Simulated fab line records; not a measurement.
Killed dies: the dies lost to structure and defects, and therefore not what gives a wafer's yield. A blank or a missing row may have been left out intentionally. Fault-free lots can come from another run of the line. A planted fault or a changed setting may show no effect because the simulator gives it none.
One fault through the eyes of 2 desks | flow n5_finfet | what lay behind the numbers comes last; until then each desk has only its own

## METROLOGY DESK
Lot by lot, what the gauges showed, no matter which tool ran the lot: averages of those sampled wafers that carry a number. A lot is out of limits, marked OUT, if its mean lies more than 4 standard deviations from the usual mean; the brackets give that distance. Only the readings that lie furthest out on some lot appear, 7 of the 11 it has.
Columns: A = DIBL_N at N5_BEOL_M4_RC_MEAS_101, usual 36.5 mV/V; B = DIBL_P at N5_BEOL_M4_RC_MEAS_101, usual 36.4 mV/V; C = IOFF_N at N5_BEOL_M4_RC_MEAS_101, usual 0.17 nA/um; D = IOFF_P at N5_BEOL_M4_RC_MEAS_101, usual 0.21 nA/um; E = SS_P at N5_BEOL_M4_RC_MEAS_101, usual 73.4 mV/dec; F = VT_N at N5_BEOL_M4_RC_MEAS_101, usual 249 mV; G = VT_P at N5_BEOL_M4_RC_MEAS_101, usual -251 mV
lot  | first seen here | A    | B    | C    | D    | E    | F   | G
L124 | day 5 16:26     | 37.3 | 37.6 | 0.19 | 0.24 | 74.3 | 246 | -250
L127 | day 6 06:26     | 34.1 | 34.1 | 0.15 | 0.21 | 73.0 | 251 | -250
L129 | day 6 21:53     | 37.5 | 37.4 | 0.19 | 0.24 | 73.6 | 247 | -250
L132 | day 7 13:56     | 35.8 | 33.6 | 0.13 | 0.16 | 72.6 | 254 | -256
L133 | day 7 19:20     | 37.4 | 37.5 | 0.17 | 0.20 | 73.6 | 249 | -253
L135 | day 8 10:00     | 35.4 | 34.9 | 0.12 | 0.17 | 72.4 | 255 | -253
L136 | day 8 13:22     | 38.6 | 37.1 | 0.17 | 0.21 | 73.9 | 250 | -253
L144 | day 10 13:05    | 37.3 | 36.6 | 0.17 | 0.24 | 73.7 | 250 | -250
L145 | day 10 13:49    | 35.8 | 37.3 | 0.16 | 0.18 | 73.2 | 249 | -255
L147 | day 11 12:12    | 34.9 | 33.5 | 0.14 | 0.19 | 73.0 | 251 | -252
This desk found nothing out of limits on any of the 10 lots.

## DESK OF THE TOOL OWNER: rie_diel-06
The tool's own readings at N5_BEOL_M0_SAQP_HM_OPEN_112 (chemistry CHF3/O2, target SiO2, stops on a-Si, target depth 12 nm, time 13.5 s): means of the sampled wafers that have a number, for each lot that ran on this tool. A lot is out of limits, marked OUT, if its mean lies more than 4 standard deviations from the usual mean; the brackets give that distance.
Columns: A = drypump_motor_current_A at N5_BEOL_M0_SAQP_HM_OPEN_112, usual 5.6 A; B = mfc_ar_sccm at N5_BEOL_M0_SAQP_HM_OPEN_112, usual 200.0 sccm; C = oes_product_au at N5_BEOL_M0_SAQP_HM_OPEN_112, usual 0.50 a.u.; D = rf_vpp_V at N5_BEOL_M0_SAQP_HM_OPEN_112, usual 525 V; E = showerhead_plenum_p_Torr at N5_BEOL_M0_SAQP_HM_OPEN_112, usual 2.42 Torr; F = throttle_valve_pct at N5_BEOL_M0_SAQP_HM_OPEN_112, usual 18.86 %
lot  | first seen here | A   | B     | C    | D   | E    | F
L127 | day 6 04:29     | 6.0 | 199.6 | 0.46 | 527 | 2.42 | 18.86
L129 | day 6 20:31     | 5.8 | 199.0 | 0.49 | 530 | 2.40 | 18.94
L133 | day 7 17:45     | 5.3 | 200.8 | 0.51 | 533 | 2.41 | 19.02
L144 | day 10 11:43    | 5.4 | 199.8 | 0.47 | 530 | 2.41 | 19.04
L145 | day 10 12:26    | 5.6 | 199.1 | 0.45 | 522 | 2.48 | 18.96
L147 | day 11 10:42    | 5.6 | 200.6 | 0.46 | 535 | 2.34 | 19.02
This desk found nothing out of limits on any of the 6 lots.

## BROUGHT TOGETHER
The metrology desk saw nothing out of limits.
Nothing out of limits was seen by the tool owner's desk.

## WHAT HAD BEEN PUT IN BY THE SIMULATOR
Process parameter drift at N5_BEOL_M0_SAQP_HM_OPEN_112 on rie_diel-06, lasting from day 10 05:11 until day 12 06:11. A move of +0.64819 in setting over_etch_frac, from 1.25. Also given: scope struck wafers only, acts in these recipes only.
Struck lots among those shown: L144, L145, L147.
